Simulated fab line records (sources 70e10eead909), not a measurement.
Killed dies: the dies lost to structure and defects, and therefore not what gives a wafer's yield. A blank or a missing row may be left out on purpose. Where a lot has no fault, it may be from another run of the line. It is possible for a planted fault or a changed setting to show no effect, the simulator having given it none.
Struck lot and sound lot, side by side | flow nand harc | 41 out of 1302 route steps
Sound: these wafers, L949.2, L949.3, L949.4. Struck: wafer L969.2. (L969.1, L969.3 of the same lot were not struck and are left out.) The cause comes at the end.
Each step with rows lists, per side, the tool, then ch with its chambers, then its first start. Under that, the readings that differ: sound wafers | struck wafers | difference of the means | sigmas: that difference in standard deviations of wafers without a fault.
alike: same words and numbers on both sides, and readings whose means sit less than 2 such deviations apart. not compared: any withheld reading, any reading some wafer has no value for, any bound like >300 that may hide the same value, and any number with overlapping values for which the record gives no deviation.
The two part at a step that has a row with sigmas, a row that says differs or no value, or rows on one side only. Numbers that have no deviation but don't overlap get no sigmas and don't part them. Lack of a reading on every wafer of one side parts them only where that side has two or more wafers.

first, 7 steps without rows for these wafers: NHARC_P_STI_COAT_41 (time 65 s); NHARC_P_STI_COAT_03 (resist thk 600 nm); NHARC_P_STI_SOFTBAKE_04 (time 70 s); NHARC_P_STI_EBR_05; NHARC_P_STI_EXPOSE_06 (exposes mask P STI, target cd 200 nm); NHARC_P_STI_PEB_07 (peb time 80 s); NHARC_P_STI_DEVELOP_08 (time 50 s).
NHARC_P_STI_CD_MEAS_09 targets a cd of 200 nm.
  sound on cd sem-01 ch 0, day 3 17:46; struck on cd sem-02 ch 0, day 11 23:04
  alike: cd nm
NHARC_P_STI_OVL_MEAS_10:
  sound: overlay-02 at day 3 17:52; struck: overlay-01 at day 11 23:09
  alike: overlay x nm, overlay y nm
NHARC_P_STI_INSPECT_11:
  sound: defect inspect-02 at day 3 17:55; struck: defect inspect-02 at day 11 23:11
  alike: raw defect count
then, 1 step without rows for these wafers: NHARC_P_STI_HARDBAKE_13 (time 65 s).
NHARC_P_STI_DESCUM_14: chemistry O2, time 3 s.
  sound on rie diel-09 ch 0,1,3, day 3 18:03; struck on rie diel-05 ch 0, day 11 23:19
  reading                         | sound          | struck | difference | sigmas
  drypump motor current A (A)     | 5.66 5.46 5.97 | 4.96   | -0.74      | -3
  rf hours counter h (h)          | 7.3 2.7 7.3    | 1.6    | -4.2       |
  showerhead plenum p Torr (Torr) | 1.91 1.83 1.80 | 2.05   | +0.20      | +2
  alike: mfc ar sccm, oes product au, rf vpp V, throttle valve pct
NHARC_P_STI_ETCH_42: etches the open film in N2/H2, target depth 80 nm, overetch 24 nm, time 61 s.
  sound on rie diel-09 ch 0,1,3, day 3 18:08; struck on rie diel-05 ch 3, day 11 23:25
  reading                | sound       | struck | difference | sigmas
  rf hours counter h (h) | 7.3 7.3 2.7 | 1.6    | -4.2       |
  alike: drypump motor current A, h2 flow sccm, mfc ar sccm, n2 flow sccm, oes product au, rf fwd power W, rf vpp V, showerhead plenum p Torr, throttle valve pct
NHARC_P_STI_ETCH_31: etches the open film in CF4/CHF3, target depth 108.9 nm, time 54.5 s.
  sound: rie diel-09 ch 0,1,2; struck: rie diel-05 ch 0
  reading                         | sound             | struck | difference | sigmas
  oes product au (a.u.)           | 0.962 0.975 0.956 | 0.918  | -0.046     | -2
  rf hours counter h (h)          | 2.8 7.3 7.7       | 1.6    | -4.3       |
  rf vpp V (V)                    | 368.2 369.6 367.6 | 372.9  | +4.4       | +2
  showerhead plenum p Torr (Torr) | 1.51 1.57 1.47    | 1.68   | +0.16      | +3
  alike: drypump motor current A, mfc ar sccm, rf fwd power W, throttle valve pct
NHARC_P_STI_ETCH_15: etches the open film in HBr/Cl2, target depth 300 nm, time 100.1 s.
  sound on rie si-06 ch 0,1,2, day 3 18:20; struck on rie si-06 ch 0, day 11 23:36
  reading                | sound       | struck | difference | sigmas
  rf hours counter h (h) | 1.2 1.1 1.0 | 0.0    | -1.1       |
  alike: drypump motor current A, oes product au, rf fwd power W, throttle valve pct
NHARC_P_STI_CD_MEAS_16:
  sound: cd sem-02 at day 3 18:29; struck: cd sem-03 at day 11 23:46
  alike: cd nm
NHARC_P_STI_OCD_MEAS_17:
  sound: ocd-02 at day 3 18:34; struck: ocd-02 at day 11 23:51
  alike: trench depth nm, trench foot cd nm
then, 3 steps without rows for these wafers: NHARC_P_STI_STRIP_19 (strips in SPM, time 900 s); NHARC_P_STI_PRECLEAN_32 (cleans in SC1); NHARC_P_STI_SRD_23.
NHARC_P_STI_OCD_MEAS_43:
  sound: ocd-02 at day 3 19:04; struck: ocd-01 at day 12 00:21
  reading                | sound             | struck | difference | sigmas
  trench foot cd nm (nm) | 157.0 155.8 156.3 | 159.4  | +3.0       | +2
  alike: trench depth nm
then, 3 steps without rows for these wafers: NHARC_P_STI_OXIDE_33 (material SiO2, target thk 10 nm, ox time 281 s); NHARC_P_STI_HDPCVD_20 (deposits SiO2); NHARC_P_STI_ANNEAL_34 (time 1800 s).
NHARC_P_STI_CMP_21: polishes, t overpolish 20 s, target thk 380.67 nm.
  sound on cmp-02 ch 0,2,3, day 4 12:25; struck on cmp-02 ch 2, day 12 17:58
  alike: motor current A, overpolish run s
then, 15 steps without rows for these wafers: NHARC_P_STI_SRD_35; NHARC_P_STI_ETCH_36 (etches SiO2 in dHF, target depth 38.8 nm); NHARC_P_STI_STRIP_24 (strips Si3N4 in H3PO4); NHARC_P_STI_ETCH_37 (etches SiO2 in dHF, target depth 11 nm); NHARC_P_STI_PRECLEAN_38 (cleans in SC1); NHARC_P_STI_SRD_39; NHARC_P_STI_OXIDE_40 (material SiO2, target thk 10 nm, ox time 1362 s); NHARC_P_GATE_ETCH_69 (etches SiO2 in dHF, target depth 14 nm); NHARC_P_GATE_PRECLEAN_70 (cleans in SC1); NHARC_P_GATE_SRD_01; NHARC_P_GATE_OXIDE_02 (material SiO2, target thk 37.5 nm, ox time 365 s); NHARC_P_GATE_DEHYDRATE_03 (time 120 s); NHARC_P_GATE_HMDS_04 (time 30 s); NHARC_P_GATE_COAT_05; NHARC_P_GATE_SOFTBAKE_06 (time 95 s).
-- break in the record here, with 21 days between the starts of the struck wafers on either side (left off in module P_GATE, picked up again in module END, where the first step shown is number 1302 on the route) --
NHARC_END_SORT_01:
  only the struck wafers appear in the record here, on prober-02 ch 0 at day 33 22:44; the sound ones have no rows

## WHERE THEY PART
Last at NHARC_END_SORT_01 as far as this record goes, first at NHARC_P_STI_DESCUM_14.

WHY: what the simulator had put in
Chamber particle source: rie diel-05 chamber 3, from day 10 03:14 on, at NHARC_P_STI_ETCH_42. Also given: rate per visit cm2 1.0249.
